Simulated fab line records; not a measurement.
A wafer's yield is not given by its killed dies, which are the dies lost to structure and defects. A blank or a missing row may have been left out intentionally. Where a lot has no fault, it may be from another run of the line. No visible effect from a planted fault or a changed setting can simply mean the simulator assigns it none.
Problem report, 8D (eight disciplines) form, completed by code | flow n5-finfet | the parts of the form that need people (team, actions taken, sign-off) are left out

1. PROBLEM STATEMENT
At N5_PMOS_HMC_CHANNEL_EPI_COAT_31, plate-temp-C averages 210.22 C over 6 wafers from 2 lots, while fault-free wafers read 205.03 C, standard deviation 0.17. That is +31 standard deviations from the usual mean.
The step: time 60 s, resist thk 66 nm.
The first sign was on wafer L985.3 at day 6 16:44, on litho-track-04. The record holds 18 wafers of 6 lots with a number at this step. The rule behind "out" and "out of limits": a value lying over 4 standard deviations away from the usual mean. All remaining wafers that have a number are taken as sound.

2. WHAT IT IS; WHAT IT IS NOT
question                    | is                                 | is not
which readings at this step | plate-temp-C, heater-power-total-W | dispense-pressure-kPa
which lots                  | L985, L986                         | L965, L968, L971, L988
which wafers of those lots  | all that have a number             | -
read on which tools         | litho-track-04                     | litho-track-02
when                        | from day 6 16:44                   | up to then (9 sound wafers); but 3 sound wafers of L988 came after

3. THE SUSPECTS, EACH WITH WHAT RULES IT OUT
Counting: any tool at a process step up to the reading is kept as a suspect provided that every lot that is out went through it and no sound lot did after the first of them.
- rtp-anneal-02 at N5_WELL_APT_RTA_34 (time 10 s): kept. It processed each lot that is out, first L985 at day 6 15:49, and no sound lot thereafter; up to then, the last sound lot it processed was L971 at day 3 05:04.
- litho-track-04 at N5_PMOS_HMC_CHANNEL_EPI_COAT_31 (time 60 s, resist thk 66 nm): kept. It processed each lot that is out, first L985 at day 6 16:44, and no sound lot thereafter; up to then, the last sound lot it processed was L971 at day 3 06:01. On those wafers its own readings are out: heater-power-total-W, plate-temp-C.
What counting leaves: rtp-anneal-02 at N5_WELL_APT_RTA_34 and litho-track-04 at N5_PMOS_HMC_CHANNEL_EPI_COAT_31.

4. THE CAUSE (what the simulator had put in)
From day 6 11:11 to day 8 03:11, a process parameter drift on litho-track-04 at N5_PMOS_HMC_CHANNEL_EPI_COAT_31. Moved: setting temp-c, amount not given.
Of the 2 suspects that counting leaves, this tool is one.

5. THE CHAIN OF EFFECTS, in route order
Each row: a reading whose mean over the struck wafers that have a number lies more than 3 standard deviations from the usual. Only readings for which the record gives a usual standard deviation are gone through. hours: the time from each lot's start at the first step in this table that gives one to its start at this step, as a median over the lots. sigmas: the change in usual standard deviations.
hours | step                            | reading              | usual    | on struck wafers | change | sigmas
0     | N5_PMOS_HMC_CHANNEL_EPI_COAT_31 | heater-power-total-W | 391.7 W  | 403.8            | +12.1  | +9.3
0     | N5_PMOS_HMC_CHANNEL_EPI_COAT_31 | plate-temp-C         | 205.03 C | 210.22           | +5.19  | +31
It contains these process steps:
- N5_PMOS_HMC_CHANNEL_EPI_COAT_31: time 60 s, resist thk 66 nm.
Later steps that measure or inspect, where all struck wafers having a row at the step show a number for every such reading and not one has moved that far: N5_BEOL_M4_RC_MEAS_101.

6. WHAT WOULD HAVE CAUGHT IT SOONER
6 hours passed between the start of the fault at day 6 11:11 and the first reading out of limits in this record, taken at day 6 16:44.
